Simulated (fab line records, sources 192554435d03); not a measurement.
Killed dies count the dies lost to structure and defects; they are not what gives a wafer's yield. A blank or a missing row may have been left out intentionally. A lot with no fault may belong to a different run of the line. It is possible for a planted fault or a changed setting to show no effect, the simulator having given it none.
Which tool did it? + flow n5_finfet + 12 lots (36 wafers sampled), 1 step of a 1938-step route

WHAT THE GAUGES SHOWED, per wafer
N5_BEOL_M10_INSPECT_13: inspects for defects (brightfield).
| lot  | measured     | on                | raw_defect_count |
|------|--------------|-------------------|------------------|
| L076 | day 9 23:27  | defect_inspect-01 | 706 404 369      |
| L077 | day 10 11:25 | defect_inspect-02 | 459 401 414      |
| L079 | day 11 02:03 | defect_inspect-01 | 472 578 555      |
| L080 | day 11 16:59 | defect_inspect-02 | 428 332 424      |
| L083 | day 12 06:17 | defect_inspect-02 | 330 363 370      |
| L086 | day 12 19:35 | defect_inspect-01 | 308 499 374      |
| L085 | day 13 02:50 | defect_inspect-01 | 291 398 381      |
| L089 | day 13 12:10 | defect_inspect-02 | 454 346 432      |
| L093 | day 14 18:41 | defect_inspect-02 | 285 395 287      |
| L092 | day 15 01:32 | defect_inspect-02 | 289 393 338      |
| L096 | day 15 17:40 | defect_inspect-02 | 415 426 359      |
| L097 | day 16 03:32 | defect_inspect-02 | 288 366 369      |

TOOL THAT RAN EACH LOT (tool first, then ch and the chambers of the sampled wafers, then the start)
Before these readings, the record contains no process step.

THE ANSWER, worked out from the rows above alone
Rule: what is usual is taken from the lots themselves. Put in order of their means at a reading, lots are off if they are a third of the lots or fewer, leave a main group of 4 or more, and stand apart from it by a gap of 3 or more times the standard deviation of the main group's means; of several such gaps the widest counts. The tables above print the reading to a certain number of digits; a main group whose means all agree to those digits is not used. A lot without any number at a reading at which 4 lots or more have one is off too. The other lots that the step has rows for count as sound.
None of the lots is off at any reading shown; this tells nothing.

WHAT THE SIMULATOR PUT IN
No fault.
